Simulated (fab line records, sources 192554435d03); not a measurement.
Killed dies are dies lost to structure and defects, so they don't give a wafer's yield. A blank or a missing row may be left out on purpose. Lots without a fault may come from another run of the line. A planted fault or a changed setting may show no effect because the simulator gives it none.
Which tool did it? | flow n5_finfet | 10 lots, 30 wafers sampled, at 5 steps of a route of 1938

WHAT THE GAUGES READ, wafer by wafer
N5_BEOL_M4_RC_MEAS_101. Usual: DIBL_N 36.5 mV/V, standard deviation 1.4; DIBL_P 36.6 mV/V, standard deviation 1.6; IOFF_N 0.160 nA/um, standard deviation 0.024; IOFF_P 0.217 nA/um, standard deviation 0.029; ION_N 674 uA/um, standard deviation 8.7; ION_P 464 uA/um, standard deviation 6.5; SS_N 71.6 mV/dec, standard deviation 0.47; SS_P 73.4 mV/dec, standard deviation 0.57; VT_N 250.0 mV, standard deviation 2.5; VT_P -250 mV, standard deviation 3.1.
lot  | measured     | on        | DIBL_N (mV/V)  | DIBL_P (mV/V)  | IOFF_N (nA/um)    | IOFF_P (nA/um)    | ION_N (uA/um) | ION_P (uA/um) | SS_N (mV/dec)  | SS_P (mV/dec)  | VT_N (mV)         | VT_P (mV)      | flag
L948 | day 9 03:20  | prober-01 | 37.1 36.6 36.3 | 37.2 36.7 36.3 | 0.180 0.178 0.169 | 0.253 0.256 0.241 | 687 675 684   | 474 468 475   | 71.6 71.7 71.6 | 73.5 72.6 73.6 | 247.7 247.2 244.9 | -247 -246 -245 |
L949 | day 9 18:49  | prober-02 | 38.8 35.9 37.8 | 39.8 36.3 38.6 | 0.211 0.160 0.187 | 0.253 0.196 0.226 | 694 677 679   | 465 457 460   | 72.7 71.2 70.8 | 74.1 73.5 74.0 | 248.9 250.0 249.7 | -249 -253 -253 |
L952 | day 10 11:13 | prober-01 | 36.3 37.1 36.9 | 37.3 37.9 37.7 | 0.169 0.187 0.176 | 0.261 0.267 0.256 | 678 673 689   | 474 474 474   | 71.1 72.0 71.9 | 74.2 73.4 73.4 | 248.6 245.1 248.4 | -245 -243 -244 |
L954 | day 10 02:55 | prober-02 | 38.4 37.3 37.9 | 37.1 36.7 36.9 | 0.194 0.182 0.184 | 0.234 0.243 0.232 | 675 687 680   | 462 467 469   | 71.9 71.9 71.9 | 73.4 74.1 73.7 | 245.2 248.5 245.5 | -250 -250 -251 |
L955 | day 11 02:08 | prober-02 | 39.2 40.3 38.9 | 39.4 40.9 39.0 | 0.188 0.209 0.170 | 0.213 0.247 0.197 | 679 668 674   | 461 456 455   | 72.3 72.9 72.2 | 74.0 75.4 74.6 | 248.0 247.4 250.9 | -251 -249 -254 |
L958 | day 11 20:25 | prober-02 | 36.8 36.1 36.4 | 37.4 36.8 36.4 | 0.157 0.154 0.155 | 0.227 0.219 0.219 | 668 678 678   | 458 468 469   | 72.0 71.6 70.4 | 74.0 73.4 73.7 | 251.6 250.2 251.5 | -247 -249 -249 |
L961 | day 12 06:28 | prober-02 | 35.3 36.1 35.7 | 34.2 35.6 35.5 | 0.112 0.127 0.127 | 0.167 0.185 0.185 | 653 663 666   | 454 462 462   | 71.0 71.2 71.4 | 72.3 73.1 73.3 | 253.4 254.9 253.7 | -255 -252 -252 |
L964 | day 13 06:30 | prober-01 | 36.0 35.5 34.7 | 36.0 34.9 33.0 | 0.152 0.131 0.125 | 0.212 0.190 0.175 | 674 667 667   | 466 456 465   | 71.5 71.3 71.0 | 72.5 72.5 72.0 | 253.1 253.4 252.4 | -250 -251 -250 |
L965 | day 12 22:23 | prober-01 | 35.9 34.7 35.5 | 35.8 34.1 34.8 | 0.153 0.133 0.139 | 0.224 0.208 0.221 | 681 670 662   | 465 466 465   | 71.5 70.7 71.4 | 73.0 73.3 73.3 | 249.2 252.9 250.5 | -249 -246 -246 |
L967 | day 13 16:08 | prober-02 | 37.0 36.4 36.7 | 36.3 36.3 36.4 | 0.169 0.166 0.173 | 0.218 0.213 0.222 | 677 682 680   | 459 464 464   | 72.2 71.4 72.0 | 72.9 74.0 73.8 | 249.2 247.6 247.2 | -251 -252 -249 |

WHICH TOOL RAN EACH LOT (tool, then ch and the chambers of the sampled wafers, then the start)
lot  | N5_BEOL_M0_SPUTTER_134       | N5_BEOL_M0_ANNEAL_135        | N5_BEOL_M1_HM_DEP_02         | N5_BEOL_M1_COAT_61
L948 | pvd_sputter-03, day 7 01:16  | pvd_sputter-03, day 7 01:21  | pvd_sputter-01, day 7 03:08  | litho_track-02 ch 0, day 7 03:16
L949 | pvd_sputter-01, day 7 10:40  | pvd_sputter-01, day 7 10:45  | pvd_sputter-03, day 7 12:59  | litho_track-02 ch 0, day 7 13:07
L952 | pvd_sputter-02, day 8 03:18  | pvd_sputter-02, day 8 03:23  | pvd_sputter-02, day 8 05:22  | litho_track-02 ch 0, day 8 05:30
L954 | pvd_sputter-01, day 8 06:38  | pvd_sputter-01, day 8 06:43  | pvd_sputter-02, day 8 10:59  | litho_track-05 ch 0, day 8 11:06
L955 | pvd_sputter-01, day 8 17:11  | pvd_sputter-01, day 8 17:16  | pvd_sputter-02, day 8 20:30  | litho_track-04 ch 0, day 8 20:37
L958 | pvd_sputter-03, day 9 09:58  | pvd_sputter-03, day 9 10:02  | pvd_sputter-03, day 9 11:26  | litho_track-02 ch 0, day 9 11:33
L961 | pvd_sputter-01, day 10 03:12 | pvd_sputter-01, day 10 03:17 | pvd_sputter-02, day 10 07:02 | litho_track-02 ch 0, day 10 07:10
L964 | pvd_sputter-01, day 10 22:38 | pvd_sputter-01, day 10 22:43 | pvd_sputter-01, day 11 01:20 | litho_track-04 ch 0, day 11 01:27
L965 | pvd_sputter-02, day 11 06:09 | pvd_sputter-02, day 11 06:14 | pvd_sputter-03, day 11 08:13 | litho_track-04 ch 0, day 11 08:20
L967 | pvd_sputter-02, day 11 19:13 | pvd_sputter-02, day 11 19:18 | pvd_sputter-03, day 11 22:17 | litho_track-04 ch 0, day 11 22:25
- N5_BEOL_M0_SPUTTER_134: material Cu, target thk 4 nm, time 7.37 s.
- N5_BEOL_M0_ANNEAL_135: time 60 s.
- N5_BEOL_M1_HM_DEP_02: deposits TiN, target thk 20 nm.
- N5_BEOL_M1_COAT_61: time 60 s, resist thk 60 nm.

WHAT THE TOOLS THEMSELVES READ (means of the sampled wafers that have a number; where no wafer has one, the mark that the record gives instead)
N5_BEOL_M0_SPUTTER_134. Usual: throttle_valve_pct 30.3 %, standard deviation 1.2.
lot  | tool           | throttle_valve_pct (%) | flag
L948 | pvd_sputter-03 | 31.0                   |
L949 | pvd_sputter-01 | 29.8                   |
L952 | pvd_sputter-02 | 29.7                   |
L954 | pvd_sputter-01 | 29.7                   |
L955 | pvd_sputter-01 | 29.6                   |
L958 | pvd_sputter-03 | 31.2                   |
L961 | pvd_sputter-01 | 29.5                   |
L964 | pvd_sputter-01 | 29.8                   |
L965 | pvd_sputter-02 | 30.7                   |
L967 | pvd_sputter-02 | 30.4                   |

N5_BEOL_M0_ANNEAL_135. Usual: heater_power_w 750 W, standard deviation 84.
lot  | tool           | heater_power_w (W) | flag
L948 | pvd_sputter-03 | 712                |
L949 | pvd_sputter-01 | 729                |
L952 | pvd_sputter-02 | 771                |
L954 | pvd_sputter-01 | 749                |
L955 | pvd_sputter-01 | 645                |
L958 | pvd_sputter-03 | 724                |
L961 | pvd_sputter-01 | 738                |
L964 | pvd_sputter-01 | 733                |
L965 | pvd_sputter-02 | 803                |
L967 | pvd_sputter-02 | 836                |

N5_BEOL_M1_HM_DEP_02. Usual: throttle_valve_pct 30.3 %, standard deviation 1.1.
lot  | tool           | throttle_valve_pct (%) | flag
L948 | pvd_sputter-01 | 30.0                   |
L949 | pvd_sputter-03 | 31.3                   |
L952 | pvd_sputter-02 | 29.8                   |
L954 | pvd_sputter-02 | 29.2                   |
L955 | pvd_sputter-02 | 30.6                   |
L958 | pvd_sputter-03 | 31.6                   |
L961 | pvd_sputter-02 | 29.7                   |
L964 | pvd_sputter-01 | 30.0                   |
L965 | pvd_sputter-03 | 30.6                   |
L967 | pvd_sputter-03 | 31.2                   |

N5_BEOL_M1_COAT_61. Usual: chill_plate_temp_C 23.00 C, standard deviation 0.096; plate_temp_C 250.01 C, standard deviation 0.18; spin_speed_rpm 1500.2 rpm, standard deviation 0.96.
lot  | tool           | chill_plate_temp_C (C) | plate_temp_C (C) | spin_speed_rpm (rpm) | flag
L948 | litho_track-02 | 23.01                  | 249.68           | 1499.1               |
L949 | litho_track-02 | 22.94                  | 250.01           | 1500.9               |
L952 | litho_track-02 | 23.07                  | 249.93           | 1500.7               |
L954 | litho_track-05 | 23.06                  | 249.93           | 1500.4               |
L955 | litho_track-04 | 22.95                  | 250.14           | 1500.4               |
L958 | litho_track-02 | 23.03                  | 250.06           | 1282.3               | OFF
L961 | litho_track-02 | 22.94                  | 249.88           | 1283.9               | OFF
L964 | litho_track-04 | 22.94                  | 250.09           | 1500.9               |
L965 | litho_track-04 | 23.06                  | 249.88           | 1499.3               |
L967 | litho_track-04 | 22.96                  | 249.91           | 1500.3               |

THE ANSWER, worked out from the rows above alone
Rule: a lot is off if the mean of its wafers that have a number lies more than 3 standard deviations from the usual mean. A lot without any number at a reading at which 4 lots or more have one is off too. The other lots that the step has rows for count as sound. The gauges are gone through in route order, then the tools' own readings, and for those a lot's mean is taken as printed above. The first step at which some lot is off is used, and at that step the reading that is off furthest; a lot without a number counts as furthest.
Off: L958, L961, at N5_BEOL_M1_COAT_61 (spin_speed_rpm).
A tool fits if, at that step or a process step before it, it ran every lot that is off, and no sound lot after the first of them. One fits: litho_track-02 at N5_BEOL_M1_COAT_61. Its last sound lot is L952 (day 8 05:30), its first lot that is off L958 (day 9 11:33): a fault that began between those two fits.
The tool's own readings at N5_BEOL_M1_COAT_61 bear it out: on the lots that are off they differ by more than 5 times the standard deviation of the sound lots' means. spin_speed_rpm reads 1283.1 rpm there against 1500.2 rpm on the sound lots.

WHAT THE SIMULATOR HAD PUT IN
Process parameter drift: litho_track-02, from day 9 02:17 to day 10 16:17, at N5_BEOL_M1_COAT_61. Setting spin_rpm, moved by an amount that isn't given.
Lots struck among those shown: L958, L961. The rule above found the same.
